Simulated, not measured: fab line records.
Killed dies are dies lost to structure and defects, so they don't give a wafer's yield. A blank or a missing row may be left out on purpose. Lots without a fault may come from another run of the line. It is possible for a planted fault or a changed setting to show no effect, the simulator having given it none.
fab line records	flow n5-finfet
record lots=24	wafers=72	last-day=17
route steps=1938 shown BEOL_M8@1395 BEOL_M9@1403
lots that met no fault: from a run of the same line without faults
start-h: start of the lot's first displayed wafer, in hours after the record's first day	wait-h: time in hours since the lot's previous step	" the same as in the row above	L1.1+2: a row that stands for several wafers	- no value, or no start given	* or withheld: withheld	< > ~ a bound
route shown NAME@n: a module of which the file shows steps, and the number in the route of the first	usual: the fault-free wafers' mean and standard deviation	same: alike in all rows	chamber/n: place in a boat	sites: each site's reading	_std_site: the values' standard deviation	_edge_site: mean of outer sites minus mean of inner sites	radius-mm: for every site, how far away it sits from the centre of the wafer	mask NAME#n: copy n	behind: the most recent tool/chamber to have shaped the wafer	hold: why the lot went on hold/how many hours it stayed there/how the hold came to an end	device: transistor that didn't switch, given as n, p or np	end of line: the same wafers' tests at the end of the route	a step without rows: its recipe alone	killed: dies lost to structure and defects at the first sort, not the wafer's yield	map: a wafer's dies, marking killed ones x, the rest . and places with no die _
set.NAME: setting as actually run; set.NAME@STEP: the setting as run at that earlier step	model.NAME: the simulator's own value behind a step, which no gauge read
steps of the route over a sample of lots; a table a step, a row a wafer
services: from which hour (start-h, from the record's first day; less than 0 if before it) a tool's chamber was out of use, for how many hours, and why
## steps
# step N5_BEOL_M8_CMP_52
# recipe stop-on=SiCOH_lowk	t-overpolish-s=6.9	down-force-psi=1	platen-rpm=50	clearing-platen-down-force-psi=1.5	clearing-platen-rpm=50	post-cmp-clean=cu-alkaline	target-thk-nm=80	clearing-platen-pad-velocity-m-s=0.99484	pad-velocity-m-s=0.99484
# usual barrier-field-endpoint-s=29.0/0.67	motor-current-A=6.0/0.64	overpolish-run-s=6.900/0.0096	time-to-endpoint-s=62.5/2.6
lot.wafer	tool	chamber	start-h	wait-h	barrier-field-endpoint-s	motor-current-A	overpolish-run-s	time-to-endpoint-s
L075.2	cmp-01	1	191.49	0.2	29.6	6.1	6.915	67.8
L075.4	"	2	"	"	29.2	5.9	6.904	63.3
L075.5	"	0	"	"	29.7	6.6	6.886	62.5
L074.3	cmp-02	0	207.39	0.2	28.0	6.1	6.921	60.0
L074.1	"	2	"	"	29.2	5.3	6.885	65.0
L074.5	"	0	"	"	28.2	5.9	6.894	63.1
L076.2	cmp-03	3	212.95	0.2	28.5	6.3	6.888	62.5
L076.1	"	1	"	"	29.4	6.7	6.920	66.8
L076.3	"	2	"	"	29.9	5.4	6.901	66.3
L078.1	cmp-03	0	228.21	0.4	28.5	6.4	6.910	60.0
L078.6	"	1	"	"	31.1	6.4	6.908	66.4
L078.5	"	2	"	"	29.3	5.0	6.897	60.6
L077.1	cmp-01	2	228.53	0.3	28.7	6.0	6.895	63.0
L077.2	"	3	"	"	27.8	6.3	6.890	59.8
L077.4	"	1	"	"	28.3	5.9	6.899	62.8
L079.3	cmp-01	2	242.73	0.3	29.1	6.0	6.906	61.9
L079.2	"	3	"	"	29.1	6.4	6.904	65.8
L079.5	"	1	"	"	29.9	6.5	6.898	62.0
L080.3	cmp-02	3	243.09	0.2	28.4	6.0	6.894	61.1
L080.2	"	0	"	"	28.7	6.0	6.893	62.9
L080.6	"	1	"	"	30.2	4.7	6.904	69.0
L081.3	cmp-02	3	246.53	0.2	29.0	6.7	6.906	60.4
L081.1	"	1	"	"	29.5	4.7	6.896	61.8
L081.6	"	3	"	"	29.4	6.6	6.917	62.2
L083.3	cmp-03	3	249.99	0.2	28.7	6.2	6.914	59.2
L083.4	"	0	"	"	29.2	6.4	6.896	61.1
L083.6	"	1	"	"	29.3	6.7	6.900	63.0
L082.1	cmp-02	1	251.85	0.3	29.2	4.6	6.899	63.7
L082.3	"	2	"	"	29.0	5.2	6.887	63.0
L082.6	"	0	"	"	29.2	5.7	6.910	65.7
L084.1	cmp-03	2	252.65	0.4	27.7	5.2	6.882	60.9
L084.6	"	3	"	"	28.2	6.2	6.897	59.2
L084.5	"	0	"	"	28.8	6.9	6.894	60.4
L086.4	cmp-01	0	279.47	0.1	29.8	6.3	6.903	64.2
L086.1	"	2	"	"	28.3	5.9	6.907	59.9
L086.5	"	1	"	"	28.6	6.5	6.895	64.4
L085.4	cmp-02	0	279.82	0.2	29.5	6.0	6.901	62.9
L085.1	"	1	"	"	29.7	4.7	6.885	62.5
L085.6	"	2	"	"	30.3	5.2	6.894	65.8
L087.3	cmp-03	3	283.55	0.2	27.3	5.7	6.915	57.9
L087.1	"	1	"	"	28.6	6.3	6.916	64.0
L087.5	"	0	"	"	28.0	6.5	6.908	59.8
L088.4	cmp-03	1	287.48	0.1	29.2	6.6	6.902	64.8
L088.2	"	3	"	"	27.4	6.1	6.899	61.9
L088.1	"	0	"	"	27.9	6.7	6.900	58.6
L090.4	cmp-01	1	290.63	0.2	29.5	6.4	6.898	66.0
L090.1	"	2	"	"	28.2	5.9	6.903	59.4
L090.6	"	3	"	"	29.0	6.4	6.908	61.5
L089.3	cmp-02	2	301.05	0.2	29.0	5.2	6.879	63.0
L089.1	"	3	"	"	28.2	6.1	6.895	59.8
L089.6	"	1	"	"	29.3	4.6	6.906	63.9
L091.4	cmp-02	2	306.67	0.2	30.1	5.5	6.889	63.6
L091.5	"	1	"	"	29.8	4.7	6.885	65.5
L091.6	"	2	"	"	30.0	5.0	6.908	68.0
L092.1	cmp-01	1	317.47	0.3	28.7	6.4	6.909	62.3
L092.4	"	3	"	"	28.6	6.1	6.900	60.1
L092.2	"	0	"	"	28.3	6.3	6.910	61.0
L094.4	cmp-02	3	321.12	0.1	28.6	6.5	6.902	60.9
L094.5	"	3	"	"	28.6	6.1	6.882	60.8
L094.6	"	0	"	"	29.3	6.1	6.904	63.8
L093.1	cmp-03	1	321.25	0.3	29.4	6.3	6.922	62.4
L093.4	"	2	"	"	29.4	5.5	6.900	61.9
L093.5	"	1	"	"	29.4	6.8	6.907	61.8
L095.1	cmp-03	2	328.60	0.3	29.2	5.2	6.901	60.4
L095.3	"	3	"	"	28.5	6.2	6.888	58.5
L095.6	"	1	"	"	29.8	6.5	6.897	62.9
L096.1	cmp-03	0	331.19	0.4	29.0	7.0	6.883	58.4
L096.5	"	1	"	"	29.5	6.6	6.915	61.0
L096.6	"	2	"	"	29.2	4.9	6.895	61.1
L097.2	cmp-02	2	331.92	0.2	29.2	5.2	6.907	67.2
L097.1	"	3	"	"	28.9	6.2	6.888	61.1
L097.6	"	2	"	"	29.9	5.6	6.883	69.1
# step N5_BEOL_M8_THK_MEAS_53
# recipe thk-meas-gauge=xrf	reads=Cu_of_BEOL_M8_ECD_50
# usual M8_THK=80.2/2
lot.wafer	tool	chamber	start-h	wait-h	M8_THK[nm]
L075.2	film-metro-01	-	191.75	-	84.6
L075.4	"	-	"	"	80.0
L075.5	"	-	"	"	83.4
L074.1	film-metro-01	-	207.65	-	78.9
L074.3	"	-	"	"	79.3
L074.5	"	-	"	"	78.9
L076.1	film-metro-01	-	213.25	-	82.3
L076.2	"	-	"	"	81.4
L076.3	"	-	"	"	81.4
L078.1	film-metro-02	-	228.39	-	80.1
L078.5	"	-	"	"	83.0
L078.6	"	-	"	"	81.3
L077.1	film-metro-02	-	228.82	-	77.0
L077.2	"	-	"	"	81.8
L077.4	"	-	"	"	79.9
L079.2	film-metro-01	-	242.96	-	82.4
L079.3	"	-	"	"	79.9
L079.5	"	-	"	"	78.9
L080.2	film-metro-01	-	243.31	-	81.5
L080.3	"	-	"	"	81.2
L080.6	"	-	"	"	82.3
L081.1	film-metro-02	-	246.83	-	82.1
L081.3	"	-	"	"	81.3
L081.6	"	-	"	"	81.7
L083.3	film-metro-02	-	250.21	-	79.6
L083.4	"	-	"	"	80.1
L083.6	"	-	"	"	80.2
L082.1	film-metro-01	-	252.07	-	81.5
L082.3	"	-	"	"	83.7
L082.6	"	-	"	"	83.2
L084.1	film-metro-01	-	252.83	-	80.3
L084.5	"	-	"	"	79.8
L084.6	"	-	"	"	79.9
L086.1	film-metro-02	-	279.76	-	81.6
L086.4	"	-	"	"	79.8
L086.5	"	-	"	"	79.7
L085.1	film-metro-01	-	280.04	-	82.5
L085.4	"	-	"	"	80.7
L085.6	"	-	"	"	82.1
L087.1	film-metro-02	-	283.84	-	82.0
L087.3	"	-	"	"	80.6
L087.5	"	-	"	"	80.5
L088.1	film-metro-02	-	287.77	-	80.0
L088.2	"	-	"	"	78.9
L088.4	"	-	"	"	79.2
L090.1	film-metro-01	-	290.85	-	79.5
L090.4	"	-	"	"	80.6
L090.6	"	-	"	"	81.4
L089.1	film-metro-01	-	301.27	-	79.8
L089.3	"	-	"	"	81.9
L089.6	"	-	"	"	83.1
L091.4	film-metro-01	-	306.93	-	80.5
L091.5	"	-	"	"	81.4
L091.6	"	-	"	"	77.8
L092.1	film-metro-01	-	317.77	-	76.3
L092.2	"	-	"	"	77.8
L092.4	"	-	"	"	79.5
L094.4	film-metro-01	-	321.41	-	74.9
L094.5	"	-	"	"	78.2
L094.6	"	-	"	"	80.8
L093.1	film-metro-02	-	321.55	-	80.8
L093.4	"	-	"	"	81.1
L093.5	"	-	"	"	77.6
L095.1	film-metro-02	-	328.81	-	79.3
L095.3	"	-	"	"	75.8
L095.6	"	-	"	"	75.2
L096.1	film-metro-02	-	331.37	-	79.7
L096.5	"	-	"	"	80.0
L096.6	"	-	"	"	79.3
L097.1	film-metro-01	-	332.21	-	76.1
L097.2	"	-	"	"	78.8
L097.6	"	-	"	"	80.5
# step N5_BEOL_M9_THK_MEAS_01
# recipe reads=SiCOH_lowk_of_BEOL_M9_ILD_DEP_00
# usual M9_ILD_THK=268/3.3
lot.wafer	tool	chamber	start-h	wait-h	M9_ILD_THK[nm]
L075.2	film-metro-01	-	192.53	0.4	263
L075.4	"	-	"	"	267
L075.5	"	-	"	"	269
L074.1	film-metro-02	-	208.43	0.4	268
L074.3	"	-	"	"	266
L074.5	"	-	"	"	268
L076.1	film-metro-01	-	214.03	0.4	261
L076.2	"	-	"	"	265
L076.3	"	-	"	"	262
L078.1	film-metro-02	-	229.20	0.4	265
L078.5	"	-	"	"	271
L078.6	"	-	"	"	272
L077.1	film-metro-02	-	229.68	0.4	266
L077.2	"	-	"	"	264
L077.4	"	-	"	"	270
L080.2	film-metro-01	-	244.41	0.4	264
L080.3	"	-	"	"	270
L080.6	"	-	"	"	272
L079.2	film-metro-02	-	244.47	0.7	269
L079.3	"	-	"	"	275
L079.5	"	-	"	"	272
L081.1	film-metro-02	-	247.64	0.4	266
L081.3	"	-	"	"	269
L081.6	"	-	"	"	270
L083.3	film-metro-01	-	250.99	0.3	263
L083.4	"	-	"	"	271
L083.6	"	-	"	"	267
L082.1	film-metro-02	-	252.86	0.4	264
L082.3	"	-	"	"	266
L082.6	"	-	"	"	272
L084.1	film-metro-01	-	253.61	0.4	265
L084.5	"	-	"	"	262
L084.6	"	-	"	"	268
L086.1	film-metro-02	-	280.55	0.4	265
L086.4	"	-	"	"	271
L086.5	"	-	"	"	272
L085.1	film-metro-02	-	280.82	0.4	265
L085.4	"	-	"	"	266
L085.6	"	-	"	"	268
L087.1	film-metro-02	-	284.65	0.4	269
L087.3	"	-	"	"	274
L087.5	"	-	"	"	273
L088.1	film-metro-01	-	288.65	0.4	264
L088.2	"	-	"	"	265
L088.4	"	-	"	"	272
L090.1	film-metro-01	-	291.63	0.4	266
L090.4	"	-	"	"	271
L090.6	"	-	"	"	268
L089.1	film-metro-02	-	302.05	0.4	267
L089.3	"	-	"	"	265
L089.6	"	-	"	"	272
L091.4	film-metro-02	-	307.71	0.2	269
L091.5	"	-	"	"	272
L091.6	"	-	"	"	275
L092.1	film-metro-01	-	318.55	0.4	271
L092.2	"	-	"	"	264
L092.4	"	-	"	"	271
L094.4	film-metro-02	-	322.47	0.2	276
L094.5	"	-	"	"	273
L094.6	"	-	"	"	276
L093.1	film-metro-01	-	322.69	0.4	262
L093.4	"	-	"	"	268
L093.5	"	-	"	"	267
L095.1	film-metro-01	-	329.60	0.4	266
L095.3	"	-	"	"	266
L095.6	"	-	"	"	267
L096.1	film-metro-02	-	332.16	0.4	269
L096.5	"	-	"	"	273
L096.6	"	-	"	"	271
L097.1	film-metro-01	-	333.00	0.4	267
L097.2	"	-	"	"	266
L097.6	"	-	"	"	272
# step N5_BEOL_M9_ETCH_65
# recipe chemistry=CF4	target=SiARC	target-depth-a=156	mask-material=CAR-EUV	time-s=26	ion-energy-ev=80	pressure-mtorr=40	source-w=545	bias-w=36	Ar_flow_sccm=100	cf4-flow-sccm=100	ends=cleared
# usual drypump-motor-current-A=5.8/0.37	etch-rf-on-time-s=25.5/0.63	oes-product-au=0.71/0.077	rf-vpp-V=184.2/1.2	showerhead-plenum-p-Torr=2.16/0.077	throttle-valve-pct=15.52/0.18
lot.wafer	tool	chamber	start-h	wait-h	drypump-motor-current-A	etch-rf-on-time-s	oes-product-au	rf-hours-counter-h	rf-vpp-V	showerhead-plenum-p-Torr	throttle-valve-pct
L075.2	rie-diel-06	0	196.70	0.0	5.6	26.0	0.64	180	183.5	2.14	15.78
L075.4	"	1	"	"	6.0	26.1	0.62	152	185.6	2.24	15.69
L075.5	"	3	"	"	6.5	25.5	0.61	-	185.2	2.19	15.68
L074.1	rie-diel-06	2	212.68	0.0	5.9	25.5	0.67	109	186.1	2.25	15.65
L074.3	"	1	"	"	6.0	26.3	0.61	156	183.5	2.24	15.69
L074.5	"	3	"	"	6.4	25.8	0.61	-	185.4	2.19	15.69
L076.1	rie-diel-06	2	221.08	0.0	5.9	25.5	0.67	111	185.8	2.25	15.67
L076.2	"	3	"	"	6.5	25.5	0.61	216	183.7	2.19	15.70
L076.3	"	1	"	"	6.0	26.3	0.61	159	185.5	2.24	15.70
L078.1	rie-diel-06	0	232.17	0.0	5.6	25.9	0.62	192	183.7	2.14	15.79
L078.5	"	0	"	"	5.6	26.1	0.62	-	184.5	2.14	15.80
L078.6	"	3	"	"	6.4	25.8	0.60	-	184.6	2.19	15.72
L077.1	rie-diel-01	0	232.50	0.0	5.1	25.3	0.74	50	184.6	2.09	15.57
L077.2	"	2	"	"	5.6	26.6	0.62	203	184.8	2.22	15.71
L077.4	"	2	"	"	5.6	26.7	0.62	-	185.0	2.22	15.71
L079.2	rie-diel-06	3	247.82	0.0	6.5	25.8	0.61	224	183.8	2.19	15.73
L079.3	"	1	"	"	6.0	26.7	0.60	167	185.5	2.23	15.71
L079.5	"	3	"	"	6.5	25.9	0.60	-	184.4	2.19	15.73
L080.2	rie-diel-01	0	248.18	0.0	5.1	25.1	0.75	56	184.0	2.09	15.59
L080.3	"	2	"	"	5.6	26.6	0.62	209	185.3	2.21	15.70
L080.6	"	3	"	"	6.2	26.5	0.69	-	186.4	2.25	15.52
L081.1	rie-diel-02	3	250.20	0.0	5.5	24.9	0.80	13	184.6	2.17	15.36
L081.3	"	0	"	"	5.6	26.7	0.58	245	180.9	2.04	15.61
L081.6	"	0	"	"	5.6	26.3	0.59	-	180.9	2.04	15.62
L083.3	rie-diel-02	1	253.37	0.0	6.4	25.0	0.77	44	182.5	2.10	15.41
L083.4	"	2	"	"	5.9	25.0	0.69	98	183.0	2.08	15.43
L083.6	"	0	"	"	5.7	26.5	0.59	-	182.8	2.04	15.62
L082.1	rie-diel-01	1	258.82	0.0	5.9	25.2	0.85	6	183.5	2.09	15.71
L082.3	"	0	"	"	5.1	25.1	0.74	58	183.2	2.09	15.59
L082.6	"	0	"	"	5.1	25.3	0.74	-	183.5	2.09	15.58
L084.1	rie-diel-02	2	258.99	0.0	5.9	25.0	0.69	99	183.9	2.08	15.43
L084.5	"	1	"	"	6.4	24.9	0.77	-	184.7	2.10	15.43
L084.6	"	0	"	"	5.6	26.4	0.59	-	184.2	2.04	15.65
L086.1	rie-diel-02	2	283.21	0.0	5.9	24.9	0.69	109	182.1	2.07	15.47
L086.4	"	2	"	"	5.9	24.9	0.68	-	182.5	2.07	15.44
L086.5	"	3	"	"	5.6	24.8	0.78	-	184.3	2.17	15.38
L085.1	rie-diel-02	2	285.40	0.0	5.9	24.9	0.68	109	183.9	2.07	15.46
L085.4	"	0	"	"	5.6	25.7	0.88	-	185.2	2.29	15.14
L085.6	"	2	"	"	6.0	24.8	0.68	-	183.4	2.07	15.44
L087.1	rie-diel-01	2	287.71	0.0	5.7	26.6	0.61	220	186.7	2.21	15.72
L087.3	"	3	"	"	6.2	26.5	0.67	89	184.8	2.25	15.55
L087.5	"	3	"	"	6.2	26.5	0.67	-	184.5	2.25	15.53
L088.1	rie-diel-02	2	292.10	0.0	5.9	24.9	0.68	112	182.4	2.07	15.43
L088.2	"	0	"	"	5.6	25.2	0.86	3	184.5	2.29	15.17
L088.4	"	1	"	"	6.4	24.3	0.77	53	183.6	2.10	15.44
L090.1	rie-diel-02	0	298.10	0.0	5.6	25.6	0.85	5	186.2	2.29	15.18
L090.4	"	1	"	"	6.3	24.8	0.77	54	182.9	2.10	15.43
L090.6	"	3	"	"	5.5	25.3	0.76	-	184.7	2.16	15.39
L089.1	rie-diel-02	3	307.32	0.0	5.6	25.0	0.77	32	184.5	2.16	15.40
L089.3	"	0	"	"	5.6	25.4	0.83	8	188.2	2.29	15.17
L089.6	"	0	"	"	5.6	25.6	0.84	-	184.4	2.29	15.16
L091.4	rie-diel-02	1	311.09	0.0	6.4	24.7	0.76	58	182.1	2.10	15.46
L091.5	"	2	"	"	5.9	25.0	0.67	-	182.3	2.07	15.47
L091.6	"	1	"	"	6.4	24.6	0.76	-	183.0	2.10	15.45
L092.1	rie-diel-01	2	321.08	0.0	5.6	26.7	0.60	229	184.4	2.21	15.74
L092.2	"	3	"	"	6.2	26.7	0.66	99	184.1	2.25	15.58
L092.4	"	0	"	"	5.1	25.1	0.72	78	183.4	2.08	15.62
L094.4	rie-diel-02	2	325.96	0.0	5.9	25.3	0.68	121	182.6	2.07	15.49
L094.5	"	0	"	"	5.7	25.7	0.82	-	184.4	2.29	15.18
L094.6	"	3	"	"	5.5	24.9	0.75	-	182.9	2.16	15.40
L093.1	rie-diel-02	1	326.38	0.0	6.4	24.5	0.76	62	184.4	2.10	15.46
L093.4	"	2	"	"	5.9	25.0	0.68	121	183.9	2.07	15.49
L093.5	"	1	"	"	6.4	24.4	0.76	-	183.8	2.10	15.44
L095.1	rie-diel-02	3	334.35	0.0	5.5	25.0	0.74	41	184.5	2.16	15.41
L095.3	"	2	"	"	5.9	25.3	0.68	124	183.5	2.07	15.49
L095.6	"	0	"	"	5.6	25.6	0.80	-	184.5	2.28	15.20
L096.1	rie-diel-02	2	336.08	0.0	5.9	25.3	0.67	125	182.7	2.07	15.48
L096.5	"	1	"	"	6.4	24.8	0.75	-	183.8	2.10	15.45
L096.6	"	0	"	"	5.6	25.7	0.80	-	186.2	2.28	15.19
L097.1	rie-diel-01	1	337.20	0.0	5.9	25.4	0.79	31	184.4	2.09	15.76
L097.2	"	3	"	"	6.2	26.6	0.67	104	185.8	2.24	15.57
L097.6	"	0	"	"	5.1	25.4	0.71	-	182.6	2.08	15.64
# step N5_BEOL_M9_OCD_MEAS_38
# usual trench-depth-nm=153.0/2.9
lot.wafer	tool	chamber	start-h	wait-h	trench-depth-nm
L075.2	ocd-01	-	197.11	-	149.4
L075.4	"	-	"	"	148.8
L075.5	"	-	"	"	151.7
L074.1	ocd-02	-	213.08	-	152.9
L074.3	"	-	"	"	148.9
L074.5	"	-	"	"	151.3
L076.1	ocd-01	-	221.48	-	152.9
L076.2	"	-	"	"	150.6
L076.3	"	-	"	"	151.3
L078.1	ocd-02	-	232.58	-	151.0
L078.5	"	-	"	"	150.1
L078.6	"	-	"	"	151.2
L077.1	ocd-02	-	232.90	-	154.4
L077.2	"	-	"	"	147.2
L077.4	"	-	"	"	146.4
L079.2	ocd-02	-	248.23	-	151.6
L079.3	"	-	"	"	148.5
L079.5	"	-	"	"	150.6
L080.2	ocd-02	-	248.58	-	157.4
L080.3	"	-	"	"	147.0
L080.6	"	-	"	"	150.1
L081.1	ocd-02	-	250.61	-	155.2
L081.3	"	-	"	"	148.4
L081.6	"	-	"	"	146.9
L083.3	ocd-02	-	253.78	-	157.2
L083.4	"	-	"	"	155.4
L083.6	"	-	"	"	147.7
L082.1	ocd-02	-	259.23	-	154.5
L082.3	"	-	"	"	156.1
L082.6	"	-	"	"	157.1
L084.1	ocd-02	-	259.40	-	158.7
L084.5	"	-	"	"	156.6
L084.6	"	-	"	"	150.5
L086.1	ocd-02	-	283.81	-	152.7
L086.4	"	-	"	"	153.4
L086.5	"	-	"	"	152.9
L085.1	ocd-02	-	285.80	-	154.5
L085.4	"	-	"	"	148.9
L085.6	"	-	"	"	154.5
L087.1	ocd-02	-	288.12	-	147.0
L087.3	"	-	"	"	150.5
L087.5	"	-	"	"	148.9
L088.1	ocd-02	-	292.51	-	157.5
L088.2	"	-	"	"	154.7
L088.4	"	-	"	"	157.3
L090.1	ocd-02	-	298.50	-	152.0
L090.4	"	-	"	"	157.3
L090.6	"	-	"	"	152.6
L089.1	ocd-02	-	307.73	-	154.5
L089.3	"	-	"	"	153.9
L089.6	"	-	"	"	153.3
L091.4	ocd-02	-	311.50	-	157.1
L091.5	"	-	"	"	154.7
L091.6	"	-	"	"	157.6
L092.1	ocd-02	-	321.48	-	149.4
L092.2	"	-	"	"	148.8
L092.4	"	-	"	"	156.5
L094.4	ocd-02	-	326.37	-	153.8
L094.5	"	-	"	"	153.8
L094.6	"	-	"	"	156.2
L093.1	ocd-02	-	326.79	-	158.1
L093.4	"	-	"	"	154.8
L093.5	"	-	"	"	157.5
L095.1	ocd-02	-	334.76	-	154.9
L095.3	"	-	"	"	154.3
L095.6	"	-	"	"	153.8
L096.1	ocd-02	-	336.49	-	153.2
L096.5	"	-	"	"	156.5
L096.6	"	-	"	"	153.9
L097.1	ocd-02	-	337.61	-	155.3
L097.2	"	-	"	"	151.9
L097.6	"	-	"	"	157.0
# step N5_BEOL_M9_DEGAS_44
# recipe ambient=vacuum	temp-c=250	time-s=60
# usual heater-power-w=326/24
lot.wafer	tool	chamber	start-h	wait-h	heater-power-w
L075.2	pvd-sputter-02	-	197.64	0.2	312
L075.4	"	-	"	"	298
L075.5	"	-	"	"	346
L074.1	pvd-sputter-01	-	215.71	2.4	359
L074.3	"	-	"	"	322
L074.5	"	-	"	"	296
L076.1	pvd-sputter-03	-	222.21	0.4	308
L076.2	"	-	"	"	356
L076.3	"	-	"	"	353
L078.1	pvd-sputter-02	-	233.46	0.6	303
L078.5	"	-	"	"	304
L078.6	"	-	"	"	348
L077.1	pvd-sputter-01	-	233.58	0.3	355
L077.2	"	-	"	"	297
L077.4	"	-	"	"	325
L079.2	pvd-sputter-03	-	249.22	0.5	361
L079.3	"	-	"	"	361
L079.5	"	-	"	"	318
L080.2	pvd-sputter-01	-	249.24	0.4	297
L080.3	"	-	"	"	328
L080.6	"	-	"	"	320
L081.1	pvd-sputter-02	-	251.50	0.7	295
L081.3	"	-	"	"	308
L081.6	"	-	"	"	284
L083.3	pvd-sputter-01	-	254.51	0.4	295
L083.4	"	-	"	"	315
L083.6	"	-	"	"	316
L082.1	pvd-sputter-03	-	259.82	0.3	313
L082.3	"	-	"	"	355
L082.6	"	-	"	"	360
L084.1	pvd-sputter-01	-	260.15	0.4	323
L084.5	"	-	"	"	352
L084.6	"	-	"	"	314
L086.1	pvd-sputter-01	-	285.52	1.5	356
L086.4	"	-	"	"	323
L086.5	"	-	"	"	359
L085.1	pvd-sputter-03	-	286.41	0.4	318
L085.4	"	-	"	"	359
L085.6	"	-	"	"	318
L087.1	pvd-sputter-01	-	288.94	0.4	350
L087.3	"	-	"	"	319
L087.5	"	-	"	"	333
L088.1	pvd-sputter-03	-	293.36	0.6	310
L088.2	"	-	"	"	312
L088.4	"	-	"	"	358
L090.1	pvd-sputter-01	-	299.21	0.4	330
L090.4	"	-	"	"	314
L090.6	"	-	"	"	317
L089.1	pvd-sputter-01	-	308.95	0.5	335
L089.3	"	-	"	"	358
L089.6	"	-	"	"	302
L091.4	pvd-sputter-02	-	312.12	0.2	309
L091.5	"	-	"	"	304
L091.6	"	-	"	"	281
L092.1	pvd-sputter-03	-	322.09	0.3	355
L092.2	"	-	"	"	309
L092.4	"	-	"	"	346
L094.4	pvd-sputter-03	-	327.15	0.4	354
L094.5	"	-	"	"	314
L094.6	"	-	"	"	358
L093.1	pvd-sputter-03	-	327.31	0.3	307
L093.4	"	-	"	"	349
L093.5	"	-	"	"	309
L095.1	pvd-sputter-03	-	335.43	0.4	307
L095.3	"	-	"	"	354
L095.6	"	-	"	"	351
L096.1	pvd-sputter-01	-	337.29	0.6	331
L096.5	"	-	"	"	322
L096.6	"	-	"	"	350
L097.1	pvd-sputter-03	-	340.49	2.4	367
L097.2	"	-	"	"	314
L097.6	"	-	"	"	355
## services
tool	chamber	start-h	hours	kind
cmp-03	-	174.24	0.8	repair
rie-diel-01	1	186.73	2.2	repair
rie-diel-02	3	191.24	-	clean
rie-diel-02	3	191.24	-	consumable-replace:focus-ring
rie-diel-02	3	191.24	21.9	scheduled-down
rie-diel-02	3	191.24	21.9	vent-cycle
cmp-02	-	196.89	0.9	repair
cmp-01	-	209.63	6.6	repair
rie-diel-01	3	210.45	5.0	repair
rie-diel-06	0	241.54	35.5	repair
cmp-01	-	245.24	6.2	repair
cmp-03	-	255.25	4.0	pm
rie-diel-02	0	267.48	-	clean
rie-diel-02	0	267.48	-	consumable-replace:focus-ring
rie-diel-02	0	267.48	-	consumable-replace:showerhead
cmp-01	-	268.63	4.0	pm
rie-diel-02	1	275.33	12.3	repair
rie-diel-01	-	291.01	0.8	repair
cmp-03	-	298.47	1.4	repair
cmp-03	-	303.81	0.5	repair
rie-diel-06	0	310.84	9.6	repair
cmp-02	-	313.67	1.0	repair
cmp-01	-	328.48	4.3	repair
cmp-01	-	332.80	12.4	pm
## key
fault none
